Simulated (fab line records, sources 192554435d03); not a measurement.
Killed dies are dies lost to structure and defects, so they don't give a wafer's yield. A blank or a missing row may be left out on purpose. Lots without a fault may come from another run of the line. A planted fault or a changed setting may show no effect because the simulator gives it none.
Which tool did it? | flow n5_finfet | 10 lots, 30 wafers sampled, at 5 steps of a route of 1938

WHAT THE GAUGES READ, wafer by wafer
N5_BEOL_M4_RC_MEAS_101.
lot  | measured     | on        | DIBL_N (mV/V)
L721 | day 8 14:43  | prober-02 | 35.3 33.1 35.4
L723 | day 9 00:02  | prober-02 | 33.6 36.0 35.5
L725 | day 9 14:56  | prober-02 | 34.1 35.1 35.1
L724 | day 10 14:03 | prober-01 | 35.8 35.6 35.3
L736 | day 12 12:25 | prober-02 | 35.0 36.7 34.3
L738 | day 13 03:14 | prober-01 | 35.8 34.0 37.7
L739 | day 13 08:16 | prober-02 | 35.1 38.0 33.5
L741 | day 13 11:02 | prober-02 | 34.1 35.5 36.5
L742 | day 13 16:16 | prober-01 | 36.1 36.3 35.4
L743 | day 13 19:15 | prober-02 | 36.9 35.1 37.1

WHICH TOOL RAN EACH LOT (tool, then ch and the chambers of the sampled wafers, then the start)
lot  | N5_BEOL_M1_SPUTTER_90        | N5_BEOL_M1_SPUTTER_92        | N5_BEOL_M1_SPUTTER_96        | N5_BEOL_M1_CO_CAP_55
L721 | pvd_sputter-01, day 6 18:54  | pvd_sputter-01, day 6 19:07  | pvd_sputter-01, day 6 19:34  | cvd_co-01 ch 0,1,2, day 6 20:25
L723 | pvd_sputter-01, day 7 09:12  | pvd_sputter-01, day 7 09:25  | pvd_sputter-01, day 7 09:52  | cvd_co-01 ch 1,2, day 7 10:43
L725 | pvd_sputter-02, day 7 10:02  | pvd_sputter-02, day 7 10:15  | pvd_sputter-02, day 7 10:41  | cvd_co-01 ch 0,1,2, day 7 11:34
L724 | pvd_sputter-03, day 7 19:39  | pvd_sputter-03, day 7 19:52  | pvd_sputter-03, day 7 20:19  | cvd_co-02 ch 1,2, day 7 21:10
L736 | pvd_sputter-03, day 10 03:20 | pvd_sputter-03, day 10 03:34 | pvd_sputter-03, day 10 04:00 | cvd_co-02 ch 0,1, day 10 04:56
L738 | pvd_sputter-02, day 11 02:02 | pvd_sputter-02, day 11 02:15 | pvd_sputter-02, day 11 02:41 | cvd_co-01 ch 1,2, day 11 03:34
L739 | pvd_sputter-03, day 11 07:14 | pvd_sputter-03, day 11 07:27 | pvd_sputter-03, day 11 07:53 | cvd_co-02 ch 0,2, day 11 09:02
L741 | pvd_sputter-01, day 11 20:56 | pvd_sputter-01, day 11 21:10 | pvd_sputter-01, day 11 21:36 | cvd_co-02 ch 1,2, day 11 22:28
L742 | pvd_sputter-03, day 12 01:10 | pvd_sputter-03, day 12 01:23 | pvd_sputter-03, day 12 01:50 | cvd_co-01 ch 0,1,2, day 12 03:22
L743 | pvd_sputter-01, day 12 03:53 | pvd_sputter-01, day 12 04:06 | pvd_sputter-01, day 12 04:32 | cvd_co-01 ch 0,1,2, day 12 06:05
- N5_BEOL_M1_SPUTTER_90: material Cu, target thk 4.5 nm, time 8.29 s.
- N5_BEOL_M1_SPUTTER_92: material Cu, target thk 4.5 nm, time 8.29 s.
- N5_BEOL_M1_SPUTTER_96: material Cu, target thk 4.5 nm, time 8.29 s.
- N5_BEOL_M1_CO_CAP_55: material Co, precursor CCTBA/H2, target thk 2 nm, time 102.1 s.

THE ANSWER, worked out from the rows above alone
Rule: what is usual is taken from the lots themselves. Put in order of their means at a reading, lots are off if they are a third of the lots or fewer, leave a main group of 4 or more, and stand apart from it by a gap of 3 or more times the standard deviation of the main group's means; of several such gaps the widest counts. A main group whose means are all the same, to the digits that the tables above print for the reading, isn't used. A lot without any number at a reading at which 4 lots or more have one is off too. The other lots that the step has rows for count as sound.
No lot is off at any reading shown: from this, nothing can be told.

WHAT THE SIMULATOR HAD PUT IN
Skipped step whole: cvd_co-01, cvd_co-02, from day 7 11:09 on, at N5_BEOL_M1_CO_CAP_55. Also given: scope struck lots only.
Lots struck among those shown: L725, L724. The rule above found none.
